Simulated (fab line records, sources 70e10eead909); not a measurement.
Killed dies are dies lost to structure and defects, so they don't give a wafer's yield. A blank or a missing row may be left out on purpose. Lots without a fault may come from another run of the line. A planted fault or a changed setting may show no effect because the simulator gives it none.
fab line records | flow nand_harc
record lots=7 wafers=21 last_day=33
route steps=1302 shown A_CHANNEL_HOLE_D2@606 A_CHANNEL_FILL_D2@610 END@1302
lots that met no fault: from a run of the same line without faults
start_h: hours from the record's first day to the start of the lot's first wafer shown | wait_h: hours since the lot's step before | " the same as in the row above | L1.1+2: a row that stands for several wafers | - no value, or no start given | * or withheld: withheld | < > ~ a bound
route shown NAME@n: a module of which the file shows steps, and the number in the route of the first | usual: mean/standard deviation of fault-free wafers | same: alike in all rows | chamber/n: place in a boat | sites: the reading at each site | _std_site: their standard deviation | _edge_site: outer sites' mean less inner sites' | radius_mm: how far each site lies from the wafer's centre | mask NAME#n: copy n | behind: the tool/chamber that last shaped the wafer | hold: why the lot was held/for how many hours/how that ended | device: the transistor (n, p or np) that didn't switch | end of line: the same wafers' tests at the end of the route | a step without rows: its recipe alone | killed: dies lost to structure and defects at the first sort, not the wafer's yield | map: a wafer's dies, x killed, . not, _ none there
set.NAME: the setting as run; set.NAME@STEP: as run at that earlier step | model.NAME: the simulator's own value behind a step, which no gauge read
lots at some steps of the route; a table a step, a row a wafer
services: from which hour (start_h, from the record's first day; less than 0 if before it) a tool's chamber was out of use, for how many hours, and why
## steps
# step NHARC_A_CHANNEL_HOLE_D2_SRD_30
# step NHARC_A_CHANNEL_HOLE_D2_CD_MEAS_31
# usual cd_nm=90.3/2
# columns lot.wafer tool chamber start_h wait_h cd_nm
L239.1 cd_sem-02 - 375.47 - 90.2
L239.4 " - " " 85.6
L239.5 " - " " 92.1
L241.2 cd_sem-01 - 389.51 - 92.3
L241.4 " - " " 92.2
L241.6 " - " " 92.0
L243.1 cd_sem-03 - 409.39 - 89.7
L243.4 " - " " 88.0
L243.5 " - " " 86.8
L248.3 cd_sem-01 - 464.60 - 89.4
L248.5 " - " " 88.8
L248.6 " - " " 88.7
L246.2 cd_sem-01 - 465.03 - 90.5
L246.4 " - " " 91.2
L246.6 " - " " 88.3
L249.1 cd_sem-03 - 477.21 - 86.2
L249.2 " - " " 92.7
L249.3 " - " " 90.1
L253.2 cd_sem-03 - 509.93 - 91.7
L253.4 " - " " 87.7
L253.6 " - " " 88.7
# step NHARC_A_CHANNEL_HOLE_D2_XSEM_32
# recipe landing_energy_ev=35000
# step NHARC_A_CHANNEL_HOLE_D2_INSPECT_40
# usual raw_defect_count=286/94
# columns lot.wafer tool chamber start_h wait_h raw_defect_count
L239.1 defect_inspect-02 - 375.66 - 257
L239.4 " - " " 228
L239.5 " - " " 277
L241.2 defect_inspect-01 - 389.69 - 303
L241.4 " - " " 334
L241.6 " - " " 228
L243.1 defect_inspect-02 - 409.57 - 275
L243.4 " - " " 296
L243.5 " - " " 198
L248.3 defect_inspect-01 - 464.79 - 263
L248.5 " - " " 316
L248.6 " - " " 303
L246.2 defect_inspect-01 - 465.21 - 295
L246.4 " - " " 357
L246.6 " - " " 512
L249.1 defect_inspect-02 - 477.39 - 254
L249.2 " - " " 240
L249.3 " - " " 253
L253.2 defect_inspect-01 - 510.11 - 187
L253.4 " - " " 243
L253.6 " - " " 196
# step NHARC_A_CHANNEL_FILL_D2_PRECLEAN_00
# recipe time_s=* temp_c=50 bath_age_min=0 chemistry=SC1
# step NHARC_A_CHANNEL_FILL_D2_SRD_01
# step NHARC_A_CHANNEL_FILL_D2_ALD_02
# recipe target_thk_a=60 pulse_time_s=10 ald_cycles=60 temp_c=300 material=SiO2
# usual heater_power_w=467/42 precursor_pulse_height_rel=0.998/0.021
# columns lot.wafer tool chamber start_h wait_h heater_power_w precursor_pulse_height_rel
L239.4 ald_hk-04 1 375.86 - 498 1.045
L239.1 " 3 " " 436 1.015
L239.5 " 2 " " 440 1.024
L241.4 ald_hk-02 1 393.45 - 531 0.973
L241.2 " 3 " " 467 0.984
L241.6 " 1 " " 522 0.985
L243.1 ald_hk-02 1 409.76 - 530 0.998
L243.4 " 3 " " 482 0.965
L243.5 " 2 " " 512 0.994
L248.3 ald_hk-02 1 465.64 - 540 1.007
L248.5 " 3 " " 466 0.980
L248.6 " 0 " " 529 1.039
L246.4 ald_hk-02 3 465.93 - 469 1.005
L246.2 " 2 " " 500 1.010
L246.6 " 0 " " 502 0.967
L249.3 ald_hk-04 3 477.60 - 441 0.990
L249.1 " 0 " " 414 0.972
L249.2 " 2 " " 430 1.027
L253.4 ald_hk-04 0 510.38 - 405 1.008
L253.2 " 1 " " 470 0.994
L253.6 " 3 " " 438 1.018
# step NHARC_A_CHANNEL_FILL_D2_ALD_03
# recipe target_thk_a=60 pulse_time_s=60 ald_cycles=58 temp_c=630 pressure_torr=2 material=SiNx
# step NHARC_A_CHANNEL_FILL_D2_ALD_14
# recipe target_thk_a=25 pulse_time_s=10 ald_cycles=25 temp_c=300 material=SiO2
# usual heater_power_w=472/41 precursor_pulse_height_rel=0.998/0.017
# columns lot.wafer tool chamber start_h wait_h heater_power_w precursor_pulse_height_rel
L239.4 ald_hk-03 0 382.94 0.1 404 0.996
L239.1 " 1 " " 442 1.006
L239.5 " 3 " " 509 0.999
L241.4 ald_hk-04 3 400.51 0.1 434 1.005
L241.2 " 0 " " 414 1.009
L241.6 " 2 " " 430 1.017
L243.1 ald_hk-02 2 416.83 0.1 492 0.988
L243.4 " 3 " " 478 1.004
L243.5 " 1 " " 527 1.000
L248.3 ald_hk-02 1 472.47 0.0 528 0.968
L248.6 " 1 " " 522 1.017
L248.5 " 2 " " 502 0.987
L246.2 ald_hk-04 3 472.52 0.1 443 0.989
L246.4 " 0 " " 405 1.025
L246.6 " 3 " " 435 1.007
L249.2 ald_hk-04 3 484.61 0.0 443 1.018
L249.3 " 1 " " 476 0.989
L249.1 " 2 " " 426 0.979
L253.4 ald_hk-02 3 517.34 0.0 470 0.993
L253.2 " 1 " " 519 0.987
L253.6 " 0 " " 517 1.017
# step NHARC_A_CHANNEL_FILL_D2_ALD_15
# recipe target_thk_a=20 pulse_time_s=60 ald_cycles=19 temp_c=630 pressure_torr=2 material=SiNx
# usual chamber_pressure_Torr=2.000/0.0041 precursor_pulse_height_rel=0.998/0.022
# columns lot.wafer tool chamber start_h wait_h chamber_pressure_Torr precursor_pulse_height_rel
L239.1 ald_sin_batch-03 0 - - 2.005 1.030
L239.4 " 0 " " 2.000 1.003
L239.5 " 0 " " 2.002 0.949
L241.2 ald_sin_batch-03 0 - - 1.994 1.004
L241.4 " 0 " " 2.003 0.978
L241.6 " 0 " " 1.999 0.966
L243.1 ald_sin_batch-02 0 - - 2.006 0.998
L243.4 " 0 " " 2.004 1.019
L243.5 " 0 " " 2.004 0.970
L246.2 ald_sin_batch-02 0 - - 2.003 1.010
L246.4 " 0 " " 2.000 0.982
L246.6 " 0 " " 1.999 1.016
L248.3 ald_sin_batch-02 0 475.61 3.1 2.003 1.032
L248.5 " 0 " " 2.002 0.982
L248.6 " 0 " " 2.002 0.987
L249.1 ald_sin_batch-02 0 - - 2.001 0.987
L249.2 " 0 " " 2.006 1.017
L249.3 " 0 " " 2.000 1.024
L253.2 ald_sin_batch-03 0 - - 2.005 1.023
L253.4 " 0 " " 2.006 1.031
L253.6 " 0 " " 2.002 0.990
# step NHARC_A_CHANNEL_FILL_D2_ALD_16
# recipe target_thk_a=15 pulse_time_s=10 ald_cycles=15 temp_c=300 material=SiO2
# usual heater_power_w=480/42 precursor_pulse_height_rel=0.998/0.021
# columns lot.wafer tool chamber start_h wait_h heater_power_w precursor_pulse_height_rel
L239.1 ald_hk-02 1 388.04 0.1 535 1.053
L239.4 " 3 " " 466 0.982
L239.5 " 0 " " 507 0.972
L241.4 ald_hk-04 0 405.63 0.0 410 0.989
L241.2 " 3 " " 448 0.978
L241.6 " 0 " " 406 1.009
L243.1 ald_hk-04 0 422.01 0.1 413 0.983
L243.4 " 1 " " 505 1.004
L243.5 " 0 " " 403 0.993
L246.2 ald_hk-02 0 477.69 0.1 532 0.975
L246.4 " 2 " " 482 1.002
L246.6 " 0 " " 512 0.983
L248.3 ald_hk-03 0 477.72 0.1 401 0.975
L248.6 " 2 " " 456 0.974
L248.5 " 3 " " 479 0.999
L249.1 ald_hk-02 0 489.79 0.0 514 1.050
L249.3 " 1 " " 531 1.022
L249.2 " 3 " " 475 1.010
L253.2 ald_hk-02 2 522.49 0.0 493 0.945
L253.4 " 1 " " 529 0.987
L253.6 " 2 " " 515 0.991
# step NHARC_A_CHANNEL_FILL_D2_ANNEAL_17
# recipe temp_c=850 time_s=1800
# step NHARC_A_CHANNEL_FILL_D2_CVD_18
# recipe target_thk_a=30 temp_c=550 material=poly-Si
# usual spike_tc_bottom_C=571/3.7 spike_tc_upper_C=550.0/1
# columns lot.wafer tool chamber start_h wait_h spike_tc_bottom_C spike_tc_upper_C
L239.1 lpcvd_poly-04 0 397.74 - 574 551.7
L239.4 " 0 " " 574 550.9
L239.5 " 0 " " 572 551.8
L239.1 lpcvd_poly-02 0 401.61 2.2 567 549.7
L239.4 " 0 " " 567 550.0
L239.5 " 0 " " 567 550.1
L241.2 lpcvd_poly-02 0 416.53 - 569 549.4
L241.4 " 0 " " 567 549.4
L241.6 " 0 " " 566 550.6
L241.2 lpcvd_poly-02 0 418.76 0.5 567 549.8
L241.4 " 0 " " 569 549.9
L241.6 " 0 " " 568 551.2
L243.1 lpcvd_poly-02 0 431.77 - 568 549.3
L243.4 " 0 " " 567 549.9
L243.5 " 0 " " 568 549.0
L243.1 lpcvd_poly-02 0 434.00 0.5 567 550.5
L243.4 " 0 " " 568 550.8
L243.5 " 0 " " 568 550.4
L246.2 lpcvd_poly-04 0 486.88 - 573 550.2
L246.4 " 0 " " 573 549.2
L246.6 " 0 " " 572 551.2
L248.3 lpcvd_poly-04 0 486.88 - 572 548.6
L248.5 " 0 " " 574 550.4
L248.6 " 0 " " 574 549.5
L249.1 lpcvd_poly-04 0 500.45 - 574 548.4
L249.2 " 0 " " 573 550.3
L249.3 " 0 " " 574 551.2
L253.2 lpcvd_poly-03 0 531.83 - 576 550.1
L253.4 " 0 " " 577 549.2
L253.6 " 0 " " 576 550.7
# step NHARC_A_CHANNEL_FILL_D2_ETCHBACK_19
# recipe target_depth_a=50 time_s=1.7 hbr_flow_sccm=150 cl2_flow_sccm=50 rf_w=400 icp_w=400 bias_w=100 chemistry=HBr/Cl2
# usual drypump_motor_current_A=5.7/0.44 oes_product_au=1.004/0.013 throttle_valve_pct=26.406/0.0091
# same time_s=1.7
# columns lot.wafer tool chamber start_h wait_h drypump_motor_current_A oes_product_au rf_hours_counter_h throttle_valve_pct
L239.1 rie_si-06 2 404.03 0.7 6.0 0.997 0.75 26.401
L239.4 " 0 " " 5.0 0.998 0.73 26.389
L239.5 " 2 " " 6.0 0.995 - 26.408
L241.4 rie_si-03 2 421.17 0.7 6.3 1.006 0.05 26.406
L241.2 " 0 " " 4.8 0.995 0.11 26.417
L241.6 " 3 " " 5.3 1.017 - 26.404
L243.1 rie_si-05 3 436.42 0.7 5.8 1.000 0.70 26.403
L243.4 " 1 " " 6.0 1.019 0.75 26.411
L243.5 " 0 " " 5.7 1.013 - 26.405
L246.4 rie_si-06 1 488.96 0.4 6.2 1.003 0.41 26.398
L246.2 " 3 " " 5.8 0.996 0.39 26.402
L246.6 " 0 " " 5.0 0.985 - 26.409
L248.3 rie_si-03 1 488.99 0.4 5.5 0.985 0.45 26.405
L248.6 " 2 " " 6.4 1.007 - 26.404
L248.5 " 3 " " 5.3 1.011 - 26.404
L249.1 rie_si-06 1 502.51 0.4 6.3 1.005 0.46 26.410
L249.2 " 3 " " 5.9 0.983 0.45 26.392
L249.3 " 0 " " 5.0 0.975 0.50 26.407
L253.2 rie_si-03 0 533.90 0.4 4.8 0.991 0.75 26.406
L253.4 " 2 " " 6.3 0.984 0.95 26.408
L253.6 " 1 " " 5.5 0.994 - 26.398
# step NHARC_END_SORT_01
# recipe temp_c=25
# usual killed_at_array=64/20 killed_at_other=0.7/1.1 killed_at_periphery=3.6/2.7 killed_dies=68/20 killed_open=2.8/1.9 killed_short=2.3/1.5
# same gross_dies=677
# columns lot.wafer tool chamber start_h wait_h killed_at_array killed_at_other killed_at_periphery killed_dies killed_open killed_short
L241.2 prober-01 0 654.13 2.8 670 3 4 677 4 3
L241.4 prober-01 0 655.75 3.4 671 3 3 677 2 3
L241.6 prober-01 0 657.37 4.0 671 1 5 677 1 4
L239.1 prober-02 0 673.07 2.5 675 1 1 677 3 3
L239.4 prober-02 0 675.50 3.4 676 0 1 677 1 1
L239.5 prober-02 0 676.31 3.7 674 1 2 677 8 2
L243.1 prober-01 0 688.78 2.5 673 0 4 677 5 3
L243.4 prober-01 0 691.19 3.4 674 3 0 677 4 2
L243.5 prober-01 0 691.99 3.7 675 0 2 677 3 5
# killed by level:class
L241.2 A_CHANNEL_FILL_D2:area_cvd=603 A_CHANNEL_HOLE_D1:chamber_film_flake=30 A_CHANNEL_HOLE_D2:chamber_film_flake=15 A_M0:chamber_film_flake=6 A_SLIT:chamber_film_flake=4 A_CONTACT:chamber_film_flake=4 THIN_TSV:chamber_film_flake=3 A_SOURCE_PLATE:geometric_particle:short=2
L241.4 A_CHANNEL_FILL_D2:area_cvd=604 A_CHANNEL_HOLE_D1:chamber_film_flake=40 A_CHANNEL_HOLE_D2:chamber_film_flake=15 THIN_TSV:chamber_film_flake=3 A_STAIRCASE:chamber_film_flake=2 A_M0:chamber_film_flake=2 P_M1:geometric_particle:open=1 A_ONON_D1:geometric_particle:short=1
L241.6 A_CHANNEL_FILL_D2:area_cvd=607 A_CHANNEL_HOLE_D1:chamber_film_flake=37 A_CHANNEL_HOLE_D2:chamber_film_flake=11 A_CONTACT:chamber_film_flake=6 P_ZERO_WELL:chamber_film_flake=3 A_CHANNEL_FILL_D2:geometric_particle:short=2 A_CHANNEL_FILL_D2:chamber_film_flake=2 A_STAIRCASE:chamber_film_flake=2
L239.1 A_CHANNEL_FILL_D2:area_cvd=585 A_CHANNEL_HOLE_D1:chamber_film_flake=35 A_SLIT:chamber_film_flake=33 A_CHANNEL_HOLE_D2:chamber_film_flake=10 A_CONTACT:chamber_film_flake=3 A_SOURCE_PLATE:geometric_particle:open=1 A_ONON_D2:geometric_particle:short=1 A_CHANNEL_FILL_D2:geometric_particle:open=1
L239.4 A_CHANNEL_FILL_D2:area_cvd=595 A_CHANNEL_HOLE_D1:chamber_film_flake=41 A_SLIT:chamber_film_flake=27 A_CHANNEL_HOLE_D2:chamber_film_flake=6 A_CONTACT:chamber_film_flake=3 A_ONON_D1:geometric_particle:short=1 A_BLC:geometric_particle:open=1 P_ZERO_WELL:chamber_film_flake=1
L239.5 A_CHANNEL_FILL_D2:area_cvd=589 A_CHANNEL_HOLE_D1:chamber_film_flake=30 A_SLIT:chamber_film_flake=27 A_CHANNEL_HOLE_D2:chamber_film_flake=7 A_CONTACT:chamber_film_flake=4 A_CHANNEL_FILL_D2:chamber_film_flake=3 A_STAIRCASE:chamber_film_flake=3 A_M0:geometric_particle:open=2
L243.1 A_CHANNEL_FILL_D2:area_cvd=603 A_CHANNEL_HOLE_D1:chamber_film_flake=38 A_CHANNEL_HOLE_D2:chamber_film_flake=16 P_STI:chamber_film_flake=3 A_ONON_D1:geometric_particle:short=2 A_WL_FILL:geometric_particle:open=2 A_DECK1_JOINT:chamber_film_flake=2 A_CHANNEL_FILL_D2:chamber_film_flake=2
L243.4 A_CHANNEL_FILL_D2:area_cvd=614 A_CHANNEL_HOLE_D1:chamber_film_flake=27 A_CHANNEL_HOLE_D2:chamber_film_flake=18 A_CONTACT:chamber_film_flake=4 THIN_TSV:chamber_film_flake=3 A_CHANNEL_FILL_D2:chamber_film_flake=2 A_ONON_D1:geometric_particle:short=1 A_ONON_D1:geometric_particle:open=1
L243.5 A_CHANNEL_FILL_D2:area_cvd=615 A_CHANNEL_HOLE_D1:chamber_film_flake=27 A_CHANNEL_HOLE_D2:chamber_film_flake=13 A_CONTACT:chamber_film_flake=5 A_CHANNEL_FILL_D2:chamber_film_flake=4 A_WL_FILL:geometric_particle:short=2 A_ONON_D1:geometric_particle:short=1 A_CHANNEL_HOLE_D1:geometric_particle:open=1
# map L239.1 (x killed, . not)
____________x____________
_________xxxxxxx_________
_______xxxxxxxxxxx_______
______xxxxxxxxxxxxx______
_____xxxxxxxxxxxxxxx_____
____xxxxxxxxxxxxxxxxx____
____xxxxxxxxxxxxxxxxx____
___xxxxxxxxxxxxxxxxxxx___
___xxxxxxxxxxxxxxxxxxx___
__xxxxxxxxxxxxxxxxxxxxx__
__xxxxxxxxxxxxxxxxxxxxx__
_xxxxxxxxxxxxxxxxxxxxxxx_
_xxxxxxxxxxxxxxxxxxxxxxx_
_xxxxxxxxxxxxxxxxxxxxxxx_
_xxxxxxxxxxxxxxxxxxxxxxx_
_xxxxxxxxxxxxxxxxxxxxxxx_
xxxxxxxxxxxxxxxxxxxxxxxxx
xxxxxxxxxxxxxxxxxxxxxxxxx
xxxxxxxxxxxxxxxxxxxxxxxxx
xxxxxxxxxxxxxxxxxxxxxxxxx
xxxxxxxxxxxxxxxxxxxxxxxxx
_xxxxxxxxxxxxxxxxxxxxxxx_
_xxxxxxxxxxxxxxxxxxxxxxx_
_xxxxxxxxxxxxxxxxxxxxxxx_
_xxxxxxxxxxxxxxxxxxxxxxx_
_xxxxxxxxxxxxxxxxxxxxxxx_
__xxxxxxxxxxxxxxxxxxxxx__
__xxxxxxxxxxxxxxxxxxxxx__
___xxxxxxxxxxxxxxxxxxx___
___xxxxxxxxxxxxxxxxxxx___
____xxxxxxxxxxxxxxxxx____
____xxxxxxxxxxxxxxxxx____
_____xxxxxxxxxxxxxxx_____
______xxxxxxxxxxxxx______
_______xxxxxxxxxxx_______
_________xxxxxxx_________
____________x____________
# map L241.2 (x killed, . not)
____________x____________
_________xxxxxxx_________
_______xxxxxxxxxxx_______
______xxxxxxxxxxxxx______
_____xxxxxxxxxxxxxxx_____
____xxxxxxxxxxxxxxxxx____
____xxxxxxxxxxxxxxxxx____
___xxxxxxxxxxxxxxxxxxx___
___xxxxxxxxxxxxxxxxxxx___
__xxxxxxxxxxxxxxxxxxxxx__
__xxxxxxxxxxxxxxxxxxxxx__
_xxxxxxxxxxxxxxxxxxxxxxx_
_xxxxxxxxxxxxxxxxxxxxxxx_
_xxxxxxxxxxxxxxxxxxxxxxx_
_xxxxxxxxxxxxxxxxxxxxxxx_
_xxxxxxxxxxxxxxxxxxxxxxx_
xxxxxxxxxxxxxxxxxxxxxxxxx
xxxxxxxxxxxxxxxxxxxxxxxxx
xxxxxxxxxxxxxxxxxxxxxxxxx
xxxxxxxxxxxxxxxxxxxxxxxxx
xxxxxxxxxxxxxxxxxxxxxxxxx
_xxxxxxxxxxxxxxxxxxxxxxx_
_xxxxxxxxxxxxxxxxxxxxxxx_
_xxxxxxxxxxxxxxxxxxxxxxx_
_xxxxxxxxxxxxxxxxxxxxxxx_
_xxxxxxxxxxxxxxxxxxxxxxx_
__xxxxxxxxxxxxxxxxxxxxx__
__xxxxxxxxxxxxxxxxxxxxx__
___xxxxxxxxxxxxxxxxxxx___
___xxxxxxxxxxxxxxxxxxx___
____xxxxxxxxxxxxxxxxx____
____xxxxxxxxxxxxxxxxx____
_____xxxxxxxxxxxxxxx_____
______xxxxxxxxxxxxx______
_______xxxxxxxxxxx_______
_________xxxxxxx_________
____________x____________
## services
# columns tool chamber start_h hours kind
ald_hk-02 0 358.00 - clean
ald_hk-02 1 358.00 - clean
ald_hk-02 2 358.00 - clean
ald_hk-02 3 358.00 - clean
rie_si-05 - 368.68 0.5 repair
ald_hk-02 - 374.21 1.1 repair
lpcvd_poly-03 - 387.81 26.0 pm
rie_si-03 - 398.00 9.0 pm
lpcvd_poly-03 - 425.51 2.8 repair
rie_si-06 - 426.00 9.0 pm
ald_hk-04 1 432.75 10.0 vent_cycle
ald_hk-04 2 432.75 10.0 vent_cycle
ald_hk-04 3 432.75 10.0 vent_cycle
ald_hk-04 0 442.75 - clean
rie_si-03 1 480.82 1.6 repair
rie_si-05 - 482.00 9.0 pm
ald_hk-03 - 486.29 1.1 repair
rie_si-03 - 493.73 0.3 repair
ald_hk-02 - 526.00 10.0 pm
ald_hk-02 0 526.00 10.0 vent_cycle
ald_hk-02 1 526.00 10.0 vent_cycle
ald_hk-02 2 526.00 10.0 vent_cycle
ald_hk-02 3 526.00 10.0 vent_cycle
rie_si-06 2 532.76 3.2 repair
## key
first_sign step=NHARC_A_CHANNEL_FILL_D2_CVD_18 reading=visit direction=added
effect step=NHARC_END_SORT_01 reading=killed_dies direction=up sigmas=31 usual=68 struck=677
more_kills_born_at NHARC_A_CHANNEL_FILL_D2_CVD_18@lpcvd_poly-02=5415
met_at NHARC_A_CHANNEL_FILL_D2_CVD_18
struck_wafers L239.1,L239.4,L239.5,L241.2,L241.4,L241.6,L243.1,L243.4,L243.5
later_rows_left_out L239.1,L239.4,L239.5,L241.2,L241.4,L241.6,L243.1,L243.4,L243.5
tester_left_out L239,L241,L243
fault kind=repeated_step_whole tool=lpcvd_poly-02,lpcvd_poly-03,lpcvd_poly-04 chamber=- onset_h=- steps=NHARC_A_CHANNEL_FILL_D2_CVD_18 times=1 scope=struck_lots_only
# tester_left_out: of these lots the tester's yield and bins aren't shown, on N5 and GAA mostly nor the transistor test; their killed dies are dies lost to structure and defects alone, not to doping, threshold or leakage, so they don't give the yield
# later_rows_left_out: the simulator's readings of these wafers behind a module that went badly wrong aren't trusted and aren't shown, but for the sort
